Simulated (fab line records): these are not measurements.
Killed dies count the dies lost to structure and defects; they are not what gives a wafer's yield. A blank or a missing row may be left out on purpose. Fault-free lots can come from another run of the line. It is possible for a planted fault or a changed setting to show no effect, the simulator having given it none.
Comparing a struck lot with a sound one / flow n5 finfet / 32 steps out of a route of 1938
Sound: wafers L346.2, L346.3, L346.6. Struck: wafer L355.3. (L355.6 of the same lot was not struck and is left out.) The cause comes at the end.
Per side, at each step with rows, come the tool, then ch with its chambers, and then its first start. Under that, the readings that differ: sound wafers / struck wafers / difference of the means / sigmas: that difference in standard deviations of wafers without a fault.
alike: words and numbers the same on both sides, and readings whose means are apart by under 2 such deviations; not compared: readings that were withheld, readings missing a value for some wafer, numbers with overlapping values and no deviation given by the record, and bounds like >300 which may hide the same value.
A row with sigmas, a row that says differs or no value, or rows on one side alone: a step with any of these is where the two part. Numbers that have no deviation but don't overlap get no sigmas and don't part them. Lack of a reading on every wafer of one side parts them only where that side has two or more wafers.

first, 9 steps without rows for these wafers: N5_BEOL_M0_CUTY_STRIP_64 (strips in N2/H2); N5_BEOL_M0_ETCH_138 (etches SiCN in CH3F/O2, target depth 12 nm, time 31.6 s); N5_BEOL_M0_HM_OPEN_105 (chemistry Cl2/BCl3, target TiN, target depth 12 nm); N5_BEOL_M0_STRIP_140 (strips in CF4); N5_BEOL_M0_STRIP_104 (strips in N2/H2); N5_BEOL_M0_WET_ETCH_106 (etches SiO2 in DHF, target depth 130 nm, rinse time 30 s); N5_BEOL_M0_ETCH_128 (etches SiCN in CF4/N2, target depth 12 nm, overetch 5.1 nm, time 21.4 s); N5_BEOL_M0_TRENCH_ETCH_107 (etches SiOC in C4F6/O2, target depth 32.8 nm, time 16.4 s); N5_BEOL_M0_STRIP_142 (strips in N2/H2, time 10 s).
N5_BEOL_M0_OCD_MEAS_108:
  sound: ocd-01 at day 6 07:58; struck: ocd-01 at day 8 11:04
  alike: trench depth nm
then, 2 steps without rows for these wafers: N5_BEOL_M0_HM_STRIP_129 (strips TiN in peroxide tin strip, target depth 17 nm, time 108 s); N5_BEOL_M0_SRD_130 (time 30 s).
N5_BEOL_M0_ETCH_109: etches SiCN in CH3F/O2, target depth 8 nm, overetch 2.4 nm, time 27.4 s.
  sound on rie diel-05 ch 0,2, day 6 08:09; struck on rie diel-05 ch 2, day 8 11:35
  alike: CH3F_flow_sccm, drypump motor current A, oes product au, rf vpp V, showerhead plenum p Torr, throttle valve pct
  not compared: rf hours counter h, model.SiOC_of_BEOL_M0_SAQP_ILD_DEP_01.thk nm
then, 5 steps without rows for these wafers: N5_BEOL_M0_STRIP_139 (strips in post etch residue remover, time 60 s); N5_BEOL_M0_SRD_111 (time 30 s); N5_BEOL_M0_DEGAS_112 (time 60 s); N5_BEOL_M0_PRE_CLEAN_113 (time 30 s); N5_BEOL_M0_ALD_136 (deposits TaN, pulse time 2 s, purge time 3 s, co reactant purge time 2 s).
N5_BEOL_M0_SURFACE_TREAT_137:
  sound: pvd sputter-02 at day 6 12:56; struck: pvd sputter-02 at day 8 12:41
  not compared: throttle valve pct
then, 1 step without rows for these wafers: N5_BEOL_M0_CVD_115 (deposits Co from CCTBA/H2, time 120 s).
N5_BEOL_M0_SPUTTER_116: material Cu, target thk 4 nm, time 7.37 s.
  sound: pvd sputter-01 at day 6 13:37; struck: pvd sputter-01 at day 8 12:58
  alike: substrate temp c, susceptor temp C, throttle valve pct
then, 3 steps without rows for these wafers: N5_BEOL_M0_ANNEAL_117 (time 60 s); N5_BEOL_M0_SPUTTER_132 (material Cu, target thk 4 nm, time 7.37 s); N5_BEOL_M0_ANNEAL_133 (time 60 s).
N5_BEOL_M0_SPUTTER_134: material Cu, target thk 4 nm, time 7.37 s.
  sound: pvd sputter-01 at day 6 13:52; struck: pvd sputter-01 at day 8 13:13
  alike: substrate temp c, susceptor temp C, throttle valve pct
N5_BEOL_M0_ANNEAL_135: time 60 s.
  sound: pvd sputter-01 at day 6 13:56; struck: pvd sputter-01 at day 8 13:17
  alike: heater power w, susceptor temp C
N5_BEOL_M0_SPUTTER_141: material Cu, target thk 4 nm, time 7.37 s.
  sound: pvd sputter-01 at day 6 13:59; struck: pvd sputter-01 at day 8 13:20
  alike: substrate temp c, susceptor temp C, throttle valve pct
then, 2 steps without rows for these wafers: N5_BEOL_M0_ECD_118 (material Cu, target thk 300 nm); N5_BEOL_M0_ANNEAL_119 (time 90 s).
N5_BEOL_M0_CMP_120: polishes, stops on SiOC, t overpolish 6.9 s.
  sound on cmp-03 ch 0,2,3, day 6 14:42; struck on cmp-02 ch 1, day 8 13:49
  alike: barrier field endpoint s, head pressure psi, motor current A, overpolish run s, retaining ring pressure frac, time to endpoint s
  not compared: model.SiOC_of_BEOL_M0_SAQP_ILD_DEP_01.thk nm
-- record jumps: 2 days separate the struck wafers' starts on either side; left off in module BEOL_M0, taken up again in module BEOL_M4, whose first shown step is the route's number 1111 --
N5_BEOL_M4_RC_MEAS_101:
  sound on prober-01 ch 0, day 8 05:04; struck on prober-02 ch 0, day 10 14:29
  alike: DIBL_N, DIBL_P, IOFF_N, IOFF_P, ION_N, ION_P, SS_N, SS_P, VT_N, VT_P
next, for these wafers, 1 step has no rows: N5_PASSIVATION_PROBE_49.

== WHERE THEY PART ==
Nowhere in this record.

WHY: whatever the simulator had introduced
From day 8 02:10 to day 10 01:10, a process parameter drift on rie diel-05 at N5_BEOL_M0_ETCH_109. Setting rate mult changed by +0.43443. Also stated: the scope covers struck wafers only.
